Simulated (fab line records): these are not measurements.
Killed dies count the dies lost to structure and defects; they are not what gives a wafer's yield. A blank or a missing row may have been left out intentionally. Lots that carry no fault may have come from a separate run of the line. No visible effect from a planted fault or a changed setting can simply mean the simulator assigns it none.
fab line records	flow n5_finfet
record lots=7	wafers=21
route steps=1938 shown BEOL_M9@1401 BEOL_M10@1480 BEOL_M12@1602
start_h: hours from the record's first day to the start of the lot's first wafer shown	wait_h: hours since the lot's step before	" unchanged from the row above	L1.1+2: a single row standing in for several wafers	- no value, or no start was given	* or withheld: withheld	< > ~ a bound
route shown NAME@n: names a module that has steps shown in the file, with the first one's number in the route	usual: average and standard deviation across the fault-free wafers	same: alike in all rows	chamber/n: place in a boat	sites: each site's reading	_std_site: the standard deviation of these	_edge_site: inner sites' mean taken away from outer sites' mean	radius_mm: how far each site lies from the wafer's centre	mask NAME#n: copy n	behind: the most recent tool/chamber to have shaped the wafer	hold: the reason the lot was held/the length of the hold in hours/how it ended	device: names the non-switching transistor (n, p or np)	end of line: the tests these same wafers got at the end of their route	a step given without rows: its recipe and nothing more	killed: the dies lost at the first sort to structure and to defects; this is not the yield of the wafer	map: per-die view of a wafer (x killed, . not killed, _ where there is no die)
set.NAME: the setting as run; set.NAME@STEP: as run at that earlier step	model.NAME: the simulator's own value behind a step, which no gauge read
lots with deliberately changed settings; one table per step, one row per wafer
## steps
# step N5_BEOL_M9_ILD_DEP_00
# recipe material=SiCOH_lowk	target_thk_a=3085.1	temp_c=300	precursor=DEMS/porogen	pressure_torr=5	rf_w=500	time_s=58
lot.wafer	tool	chamber	start_h	wait_h	set.time_s	model.SiCOH_lowk_of_BEOL_M9_ILD_DEP_00.thk_nm
L074.3	pecvd-02	1	232.14	0.1	61.64	327
L074.5	"	1	"	"	58	307
L074.6	"	0	"	"	58	303.2
L079.1	pecvd-01	1	278.58	0.0	58	309.2
L079.2	"	2	"	"	58	309.6
L079.4	"	1	"	"	58	310.2
L081.2	pecvd-01	0	283.09	0.0	58	302
L081.4	"	2	"	"	50.48	269.8
L081.6	"	2	"	"	58	304.2
L082.2	pecvd-01	2	290.35	0.0	58	305.6
L082.3	"	1	"	"	58	306.2
L082.6	"	1	"	"	58	310.8
L084.2	pecvd-01	0	331.23	0.0	52.79	279.4
L084.4	"	1	"	"	58	312.4
L084.5	"	0	"	"	58	309.6
L086.2	pecvd-02	0	342.92	0.0	58	304.8
L086.4	"	2	"	"	66.33	352
L086.6	"	0	"	"	66.33	351.6
L096.1	pecvd-01	2	373.41	0.0	58	302.6
L096.4	"	0	"	"	58	310.6
L096.5	"	2	"	"	58	309.6
# step N5_BEOL_M9_CURE_71
# recipe temp_c=385	time_s=240	ambient=He/Ar	material=SiCOH_lowk
lot.wafer	tool	chamber	start_h	wait_h	set.time_s@BEOL_M9_ILD_DEP_00	model.SiCOH_lowk_of_BEOL_M9_ILD_DEP_00.thk_nm
L074.3	uv_cure-03	1	232.38	0.2	61.64	284.2
L074.5	"	1	"	"	58	266.8
L074.6	"	1	"	"	58	263.4
L079.1	uv_cure-01	0	278.72	0.1	58	268.6
L079.2	"	0	"	"	58	269
L079.4	"	0	"	"	58	269.4
L081.2	uv_cure-02	2	283.28	0.2	58	262.2
L081.4	"	2	"	"	50.48	234
L081.6	"	2	"	"	58	264.2
L082.2	uv_cure-02	0	290.51	0.1	58	265.4
L082.3	"	0	"	"	58	266
L082.6	"	0	"	"	58	270
L084.2	uv_cure-03	1	331.39	0.1	52.79	242.4
L084.4	"	1	"	"	58	271.4
L084.5	"	1	"	"	58	268.8
L086.2	uv_cure-01	1	343.08	0.1	58	264.6
L086.4	"	1	"	"	66.33	306.6
L086.6	"	1	"	"	66.33	306.2
L096.1	uv_cure-02	2	373.51	0.1	58	262.8
L096.4	"	2	"	"	58	269.8
L096.5	"	2	"	"	58	268.8
# step N5_BEOL_M9_THK_MEAS_01
# recipe reads=SiCOH_lowk_of_BEOL_M9_ILD_DEP_00
# usual M9_ILD_THK=267/3.5
lot.wafer	tool	chamber	start_h	wait_h	set.time_s@BEOL_M9_ILD_DEP_00	M9_ILD_THK[nm]
L074.3	film_metro-02	-	232.74	0.3	61.64	284
L074.5	"	-	"	"	58	267
L074.6	"	-	"	"	58	263
L079.1	film_metro-02	-	279.23	0.4	58	269
L079.2	"	-	"	"	58	269
L079.4	"	-	"	"	58	270
L081.2	film_metro-02	-	283.71	0.4	58	262
L081.4	"	-	"	"	50.48	234
L081.6	"	-	"	"	58	264
L082.2	film_metro-01	-	290.95	0.4	58	266
L082.3	"	-	"	"	58	266
L082.6	"	-	"	"	58	270
L084.2	film_metro-02	-	331.82	0.4	52.79	242
L084.4	"	-	"	"	58	271
L084.5	"	-	"	"	58	269
L086.2	film_metro-01	-	343.51	0.4	58	265
L086.4	"	-	"	"	66.33	306
L086.6	"	-	"	"	66.33	306
L096.1	film_metro-01	-	374.03	0.4	58	263
L096.4	"	-	"	"	58	270
L096.5	"	-	"	"	58	269
# step N5_BEOL_M10_EXPOSE_08
# recipe mask_id=M10	na=1.35	source_shape=dipole	sigma_inner=0.411	sigma_outer=0.611	polarization=te	dose_mj=53.75
lot.wafer	tool	chamber	start_h	wait_h	mask	set.dose_mj
L074.3+5+6	arfi_scanner-02	0	241.57	-	M10#0	53.75
L079.1+2+4	arfi_scanner-01	0	287.77	-	M10#0	53.75
L081.2	arfi_scanner-03	0	291.83	-	M10#0	57.48
L081.4+6	"	0	"	"	M10#0	53.75
L082.2+3	arfi_scanner-03	0	299.91	-	M10#0	50.23
L082.6	"	0	"	"	M10#0	53.75
L084.2+4+5	arfi_scanner-02	0	343.14	-	M10#0	53.75
L086.2+4+6	arfi_scanner-02	0	353.59	-	M10#0	53.75
L096.1+4+5	arfi_scanner-02	0	385.51	-	M10#0	53.75
# step N5_BEOL_M10_PEB_09
# recipe peb_temp_c=withheld	peb_time_s=60	resist=CAR-ArF
# step N5_BEOL_M10_DEVELOP_10
# recipe develop_time_s=30	developer=TMAH	resist=CAR-ArF	rinse_liquid=diw	dry=air_spin	dev_temp_c=23
# step N5_BEOL_M10_CD_MEAS_11
# recipe target_cd_nm=64.1	landing_energy_ev=500	detector=se_inlens	polarity=opening
# usual cd_nm=64.0/0.46
lot.wafer	tool	chamber	start_h	wait_h	set.dose_mj@BEOL_M10_EXPOSE_08	cd_nm
L074.3	cd_sem-02	0	241.69	-	53.75	64.5
L074.5	"	0	"	"	53.75	63.7
L074.6	"	0	"	"	53.75	64.0
L079.1	cd_sem-03	0	287.89	-	53.75	64.4
L079.2	"	0	"	"	53.75	64.0
L079.4	"	0	"	"	53.75	64.1
L081.2	cd_sem-01	0	291.95	-	57.48	67.4
L081.4	"	0	"	"	53.75	64.2
L081.6	"	0	"	"	53.75	64.3
L082.2	cd_sem-03	0	300.03	-	50.23	61.1
L082.3	"	0	"	"	50.23	60.3
L082.6	"	0	"	"	53.75	64.1
L084.2	cd_sem-02	0	343.26	-	53.75	64.6
L084.4	"	0	"	"	53.75	64.2
L084.5	"	0	"	"	53.75	64.2
L086.2	cd_sem-01	0	353.71	-	53.75	63.5
L086.4	"	0	"	"	53.75	64.6
L086.6	"	0	"	"	53.75	63.8
L096.1	cd_sem-03	0	385.64	-	53.75	63.7
L096.4	"	0	"	"	53.75	63.6
L096.5	"	0	"	"	53.75	63.8
# step N5_BEOL_M10_DESCUM_16
# recipe chemistry=O2	time_s=7.9	source_power_w=50	bias_power_w=20	pressure_mtorr=20	rf_frequency_hz=2.712e+07	temp_c=40	resist=CAR-ArF	o2_flow_sccm=225
# step N5_BEOL_M10_ETCH_61
# recipe chemistry=CF4	target=SiARC	target_depth_a=390	mask_material=CAR-ArF	time_s=65	ion_energy_ev=80	pressure_mtorr=40	source_w=545	bias_w=36	Ar_flow_sccm=100	cf4_flow_sccm=100	ends=cleared
lot.wafer	tool	chamber	start_h	wait_h	set.dose_mj@BEOL_M10_EXPOSE_08	model.BEOL_M10.cd_offset_nm
L074.3	rie_diel-06	0	241.96	0.0	53.75	0.6
L074.5	"	0	"	"	53.75	-0.4
L074.6	"	1	"	"	53.75	-0.2
L079.1	rie_diel-04	0	288.31	0.0	53.75	0.6
L079.2	"	3	"	"	53.75	-0.4
L079.4	"	1	"	"	53.75	-0.2
L081.2	rie_diel-01	2	292.61	0.0	57.48	3.6
L081.4	"	0	"	"	53.75	0
L081.6	"	3	"	"	53.75	0.6
L082.2	rie_diel-04	0	300.15	0.0	50.23	-2.8
L082.3	"	1	"	"	50.23	-3.4
L082.6	"	0	"	"	53.75	0
L084.2	rie_diel-06	3	343.68	0.0	53.75	0.2
L084.4	"	1	"	"	53.75	0
L084.5	"	1	"	"	53.75	-0.2
L086.2	rie_diel-01	3	353.84	0.0	53.75	-0.2
L086.4	"	0	"	"	53.75	0.4
L086.6	"	1	"	"	53.75	-0.4
L096.1+5	rie_diel-04	3,2	385.86	0.0	53.75	0
L096.4	"	2	"	"	53.75	-0.2
# step N5_BEOL_M10_ETCH_62
# recipe chemistry=N2/H2	target=SOC	target_depth_a=1100	overetch_a=220	mask_material=SiARC	temp_c=40	time_s=165	ion_energy_ev=200	pressure_mtorr=30	source_w=840	bias_w=150	n2_flow_sccm=200	h2_flow_sccm=200
lot.wafer	tool	chamber	start_h	wait_h	set.dose_mj@BEOL_M10_EXPOSE_08	model.BEOL_M10.cd_offset_nm
L074.3	rie_diel-06	0	242.01	0.0	53.75	0.6
L074.5	"	0	"	"	53.75	-0.2
L074.6	"	1	"	"	53.75	0
L079.1	rie_diel-04	0	288.36	0.0	53.75	0.8
L079.2	"	3	"	"	53.75	-0.6
L079.4	"	1	"	"	53.75	-0.4
L081.2	rie_diel-01	2	292.66	0.0	57.48	3.2
L081.4	"	0	"	"	53.75	-0.2
L081.6	"	3	"	"	53.75	1.2
L082.2	rie_diel-04	0	300.20	0.0	50.23	-2.6
L082.3	"	1	"	"	50.23	-3.6
L082.6	"	0	"	"	53.75	0
L084.2	rie_diel-06	3	343.73	0.0	53.75	0.2
L084.4+5	"	1	"	"	53.75	-0.2
L086.2	rie_diel-01	3	353.89	0.0	53.75	0.2
L086.4	"	0	"	"	53.75	0.4
L086.6	"	1	"	"	53.75	-0.4
L096.1	rie_diel-04	3	385.91	0.0	53.75	0.2
L096.4	"	2	"	"	53.75	-0.2
L096.5	"	2	"	"	53.75	0
# step N5_BEOL_M10_STRIP_68
# recipe chemistry=N2/H2	temp_c=40	n2_flow_sccm=200	h2_flow_sccm=200	rf_frequency_hz=6e+07
# step N5_BEOL_M10_STRIP_67
# recipe chemistry=CF4	resist=SiARC	power_w=300	bias_power_w=75	pressure_mtorr=50	cf4_flow_sccm=150	rf_frequency_hz=6e+07
# step N5_BEOL_M10_HM_OPEN_17
# recipe chemistry=Cl2/BCl3	target_depth_a=200	overetch_a=60	target=TiN	mask_material=SOC	ion_energy_ev=150	pressure_mtorr=10	icp_w=1000	bias_w=126	Cl2_flow_sccm=53.25	bcl3_flow_sccm=21.75	Ar_flow_sccm=25
lot.wafer	tool	chamber	start_h	wait_h	set.dose_mj@BEOL_M10_EXPOSE_08	model.BEOL_M10.cd_offset_nm
L074.3	rie_metal-02	1	242.30	0.1	53.75	0.6
L074.5+6	"	0,1	"	"	53.75	-0.2
L079.1	rie_metal-03	1	288.54	0.0	53.75	0.8
L079.2	"	0	"	"	53.75	-0.6
L079.4	"	1	"	"	53.75	-0.4
L081.2	rie_metal-01	1	292.85	0.0	57.48	3.2
L081.4	"	0	"	"	53.75	-0.2
L081.6	"	1	"	"	53.75	1
L082.2	rie_metal-02	0	300.39	0.0	50.23	-2.6
L082.3	"	1	"	"	50.23	-3.6
L082.6	"	1	"	"	53.75	0
L084.2+5	rie_metal-01	1,0	343.92	0.0	53.75	0
L084.4	"	1	"	"	53.75	-0.2
L086.2	rie_metal-03	0	354.10	0.1	53.75	0.2
L086.4	"	0	"	"	53.75	0.4
L086.6	"	0	"	"	53.75	-0.6
L096.1	rie_metal-03	0	386.10	0.0	53.75	0.2
L096.4	"	0	"	"	53.75	-0.2
L096.5	"	0	"	"	53.75	0
# step N5_BEOL_M10_STRIP_19
# recipe chemistry=O2	power_w=400	temp_c=40	pressure_mtorr=30	rf_frequency_hz=6e+07	bias_power_w=0	overash_fraction=0.2	o2_flow_sccm=225
# step N5_BEOL_M10_CD_MEAS_18
# recipe pitch_nm=140	target_cd_nm=70
# usual cd_nm=69.9/0.55
lot.wafer	tool	chamber	start_h	wait_h	set.dose_mj@BEOL_M10_EXPOSE_08	cd_nm
L074.3	cd_sem-03	-	242.46	0.1	53.75	70.7
L074.5	"	-	"	"	53.75	69.7
L074.6	"	-	"	"	53.75	70.0
L079.1	cd_sem-01	-	288.73	0.0	53.75	70.7
L079.2	"	-	"	"	53.75	69.5
L079.4	"	-	"	"	53.75	69.5
L081.2	cd_sem-02	-	293.03	0.1	57.48	72.9
L081.4	"	-	"	"	53.75	69.8
L081.6	"	-	"	"	53.75	70.9
L082.2	cd_sem-02	-	300.59	0.1	50.23	67.4
L082.3	"	-	"	"	50.23	66.6
L082.6	"	-	"	"	53.75	69.8
L084.2	cd_sem-02	-	344.10	0.1	53.75	69.7
L084.4	"	-	"	"	53.75	69.7
L084.5	"	-	"	"	53.75	69.8
L086.2	cd_sem-02	-	354.34	0.1	53.75	70.6
L086.4	"	-	"	"	53.75	70.4
L086.6	"	-	"	"	53.75	69.3
L096.1	cd_sem-03	-	386.29	0.0	53.75	70.0
L096.4	"	-	"	"	53.75	69.6
L096.5	"	-	"	"	53.75	70.2
# step N5_BEOL_M12_ILD_DEP_00
# recipe material=SiOC	target_thk_a=6589.2	temp_c=350	precursor=DEMS/O2	pressure_torr=5	rf_w=500	time_s=130.7
lot.wafer	tool	chamber	start_h	wait_h	set.time_s	model.SiOC_of_BEOL_M12_ILD_DEP_00.thk_nm
L074.3	pecvd-01	0	257.30	0.0	130.7	668.2
L074.5	"	1	"	"	130.7	684.8
L074.6	"	0	"	"	139.9	731.8
L079.1	pecvd-01	2	302.45	0.0	130.7	658.2
L079.2	"	1	"	"	130.7	654.6
L079.4	"	1	"	"	130.7	668.6
L081.2	pecvd-01	0	308.31	0.0	130.7	666
L081.4	"	2	"	"	130.7	664.4
L081.6	"	0	"	"	130.7	672.4
L082.2	pecvd-03	0	316.70	0.0	130.7	664
L082.3	"	2	"	"	130.7	655.4
L082.6	"	2	"	"	130.7	665.8
L084.2	pecvd-03	0	359.88	0.0	146.6	736.6
L084.4	"	1	"	"	130.7	671.2
L084.5	"	0	"	"	130.7	669
L086.2	pecvd-01	2	369.13	0.0	130.7	649.2
L086.4	"	1	"	"	130.7	667.8
L086.6	"	2	"	"	111.5	558.6
L096.1	pecvd-03	1	398.79	0.0	138.9	701.6
L096.4	"	1	"	"	138.9	713.2
L096.5	"	0	"	"	130.7	666.8
# step N5_BEOL_M12_THK_MEAS_01
# recipe reads=SiOC_of_BEOL_M12_ILD_DEP_00
# usual M12_ILD_THK=662/8.5
lot.wafer	tool	chamber	start_h	wait_h	set.time_s@BEOL_M12_ILD_DEP_00	M12_ILD_THK[nm]
L074.3	film_metro-01	-	257.43	0.1	130.7	668
L074.5	"	-	"	"	130.7	685
L074.6	"	-	"	"	139.9	732
L079.1	film_metro-01	-	302.58	0.1	130.7	658
L079.2	"	-	"	"	130.7	654
L079.4	"	-	"	"	130.7	669
L081.2	film_metro-01	-	308.44	0.1	130.7	666
L081.4	"	-	"	"	130.7	664
L081.6	"	-	"	"	130.7	672
L082.2	film_metro-01	-	316.84	0.1	130.7	664
L082.3	"	-	"	"	130.7	655
L082.6	"	-	"	"	130.7	665
L084.2	film_metro-02	-	360.01	0.1	146.6	737
L084.4	"	-	"	"	130.7	672
L084.5	"	-	"	"	130.7	669
L086.2	film_metro-01	-	369.28	0.1	130.7	649
L086.4	"	-	"	"	130.7	668
L086.6	"	-	"	"	111.5	559
L096.1	film_metro-02	-	398.92	0.1	138.9	701
L096.4	"	-	"	"	138.9	713
L096.5	"	-	"	"	130.7	667
# step N5_BEOL_M12_COAT_58
# recipe resist=BARC	temp_c=205	time_s=60	spin_rpm=1500	resist_thk_nm=89
# step N5_BEOL_M12_COAT_04
# recipe spin_rpm=1625	resist_thk_nm=400
# step N5_BEOL_M12_DESCUM_15
# recipe chemistry=O2	time_s=7.9	source_power_w=50	bias_power_w=20	pressure_mtorr=20	rf_frequency_hz=2.712e+07	temp_c=40	o2_flow_sccm=225
# step N5_BEOL_M12_ETCH_59
# recipe chemistry=N2/H2	target=BARC	target_depth_a=890	overetch_a=267	time_s=67.9	ion_energy_ev=200	pressure_mtorr=30	source_w=840	bias_w=150	n2_flow_sccm=200	h2_flow_sccm=200
# step N5_BEOL_M12_VIA_ETCH_16
# recipe chemistry=C4F8/O2/Ar	target=SiOC	pressure_mtorr=30	source_w=3000	bias_w=700	Ar_flow_sccm=400	C4F8_flow_sccm=15	O2_flow_sccm=8	he_inner_torr=15	he_outer_torr=30	target_depth_a=7248	time_s=withheld	ion_energy_ev=250	ends=cleared
lot.wafer	tool	chamber	start_h	wait_h	set.time_s@BEOL_M12_ILD_DEP_00	model.etch.depth_nm	model.coat_of_BEOL_M12_COAT_04.thk_nm
L074.3	rie_diel-01	0	258.31	0.0	*	668.1	121.4
L074.5	"	1	"	"	*	684.8	117.4
L074.6	"	0	"	"	*	731.8	102.8
L079.1	rie_diel-06	2	303.19	0.0	*	658.3	119.6
L079.2	"	1	"	"	*	654.5	123.6
L079.4	"	3	"	"	*	668.5	119.8
L081.2	rie_diel-04	0	309.05	0.0	*	666	120.6
L081.4	"	3	"	"	*	664.4	120.8
L081.6	"	1	"	"	*	672.3	119.8
L082.2	rie_diel-04	1	317.31	0.0	*	664.1	121.4
L082.3	"	2	"	"	*	655.3	127.2
L082.6	"	2	"	"	*	665.8	122
L084.2	rie_diel-06	0	360.61	0.0	*	736.5	98.4
L084.4	"	3	"	"	*	671.2	117.8
L084.5	"	0	"	"	*	669.1	121.8
L086.2	rie_diel-01	3	369.76	0.0	*	649.1	124.8
L086.4	"	2	"	"	*	667.7	122.4
L086.6	"	2	"	"	*	558.6	155.4
L096.1	rie_diel-04	2	399.56	0.0	*	701.7	109.8
L096.4	"	3	"	"	*	713.3	108.2
L096.5	"	1	"	"	*	666.8	119.2
# step N5_BEOL_M12_STRIP_63
# recipe chemistry=N2/H2	power_w=1000	temp_c=250	h2_frac=0.65	overash_fraction=0.3	pressure_mtorr=1000	n2_flow_sccm=1750	h2_flow_sccm=3250
# usual strip_time_to_endpoint_s=42.2/0.83
lot.wafer	tool	chamber	start_h	wait_h	set.time_s@BEOL_M12_ILD_DEP_00	strip_time_to_endpoint_s
L074.3	plasma_asher-02	0	258.53	-	130.7	42.0
L074.5	"	0	"	"	130.7	41.0
L074.6	"	1	"	"	139.9	36.9
L079.1	plasma_asher-01	1	303.39	-	130.7	41.6
L079.2	"	0	"	"	130.7	42.6
L079.4	"	0	"	"	130.7	41.6
L081.2	plasma_asher-01	0	309.24	-	130.7	41.8
L081.4	"	0	"	"	130.7	41.9
L081.6	"	0	"	"	130.7	41.6
L082.2	plasma_asher-01	0	317.51	-	130.7	42.1
L082.3	"	1	"	"	130.7	43.6
L082.6	"	1	"	"	130.7	42.2
L084.2	plasma_asher-02	1	360.81	-	146.6	35.8
L084.4	"	0	"	"	130.7	41.1
L084.5	"	0	"	"	130.7	42.2
L086.2	plasma_asher-02	0	369.96	-	130.7	43.0
L086.4	"	0	"	"	130.7	42.3
L086.6	"	0	"	"	111.5	51.1
L096.1	plasma_asher-02	1	399.76	-	138.9	38.9
L096.4	"	0	"	"	138.9	38.4
L096.5	"	1	"	"	130.7	41.4
# step N5_BEOL_M12_STRIP_64
# recipe chemistry=N2/H2	power_w=1000	temp_c=250	h2_frac=0.65	overash_fraction=0.3	pressure_mtorr=withheld	n2_flow_sccm=1750	h2_flow_sccm=3250
# step N5_BEOL_M12_STRIP_71
# recipe chemistry=post_etch_residue_remover	time_s=60	temp_c=25	remover_ph=withheld	remover_water_wt_pct=withheld	remover_fluoride_wt_pct=withheld
lot.wafer	tool	chamber	start_h	wait_h	set.time_s@BEOL_M12_ILD_DEP_00	model.SiOC_of_BEOL_M12_ILD_DEP_00.thk_nm
L074.3	wet_bench-03	1	258.66	0.0	130.7	667.8
L074.5	"	7	"	"	130.7	684.4
L074.6	"	0	"	"	139.9	731.4
L079.1	wet_bench-03	6	303.53	0.1	130.7	658
L079.2	"	3	"	"	130.7	654.2
L079.4	"	5	"	"	130.7	668.2
L081.2	wet_bench-03	1	309.39	0.1	130.7	665.6
L081.4	"	4	"	"	130.7	664
L081.6	"	5	"	"	130.7	672
L082.2	wet_bench-03	4	317.66	0.1	130.7	663.8
L082.3	"	5	"	"	130.7	655
L082.6	"	6	"	"	130.7	665.4
L084.2	wet_bench-05	0	360.96	0.1	146.6	736.2
L084.4	"	7	"	"	130.7	670.8
L084.5	"	4	"	"	130.7	668.8
L086.2	wet_bench-03	1	370.10	0.1	130.7	648.8
L086.4	"	3	"	"	130.7	667.4
L086.6	"	2	"	"	111.5	558.4
L096.1	wet_bench-03	0	399.91	0.1	138.9	701.4
L096.4	"	3	"	"	138.9	713
L096.5	"	1	"	"	130.7	666.4
## key
split step=N5_BEOL_M9_ILD_DEP_00	setting=time_s	stated=58	by=wafer
response step=N5_BEOL_M9_ILD_DEP_00	reading=model.SiCOH_lowk_of_BEOL_M9_ILD_DEP_00.thk_nm	change=+3.09	per=1%	r=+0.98
response step=N5_BEOL_M9_CURE_71	reading=model.SiCOH_lowk_of_BEOL_M9_ILD_DEP_00.thk_nm	change=+2.73	per=1%	r=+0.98
response step=N5_BEOL_M9_THK_MEAS_01	reading=M9_ILD_THK	change=+2.73	per=1%	r=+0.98
split step=N5_BEOL_M10_EXPOSE_08	setting=dose_mj	stated=53.75	by=wafer
response step=N5_BEOL_M10_CD_MEAS_11	reading=cd_nm	change=+0.485	per=1%	r=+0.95
response step=N5_BEOL_M10_ETCH_61	reading=model.BEOL_M10.cd_offset_nm	change=+0.475	per=1%	r=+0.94
response step=N5_BEOL_M10_ETCH_62	reading=model.BEOL_M10.cd_offset_nm	change=+0.429	per=1%	r=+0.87
response step=N5_BEOL_M10_HM_OPEN_17	reading=model.BEOL_M10.cd_offset_nm	change=+0.436	per=1%	r=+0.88
response step=N5_BEOL_M10_CD_MEAS_18	reading=cd_nm	change=+0.401	per=1%	r=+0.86
split step=N5_BEOL_M12_ILD_DEP_00	setting=time_s	stated=130.7	by=wafer
response step=N5_BEOL_M12_ILD_DEP_00	reading=model.SiOC_of_BEOL_M12_ILD_DEP_00.thk_nm	change=+6.45	per=1%	r=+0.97
response step=N5_BEOL_M12_THK_MEAS_01	reading=M12_ILD_THK	change=+6.45	per=1%	r=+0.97
response step=N5_BEOL_M12_VIA_ETCH_16	reading=model.etch.depth_nm	change=+6.45	per=1%	r=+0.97
response step=N5_BEOL_M12_VIA_ETCH_16	reading=model.coat_of_BEOL_M12_COAT_04.thk_nm	change=-2.01	per=1%	r=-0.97
response step=N5_BEOL_M12_STRIP_63	reading=strip_time_to_endpoint_s	change=*	per=1%	r=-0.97
response step=N5_BEOL_M12_STRIP_71	reading=model.SiOC_of_BEOL_M12_ILD_DEP_00.thk_nm	change=+6.44	per=1%	r=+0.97
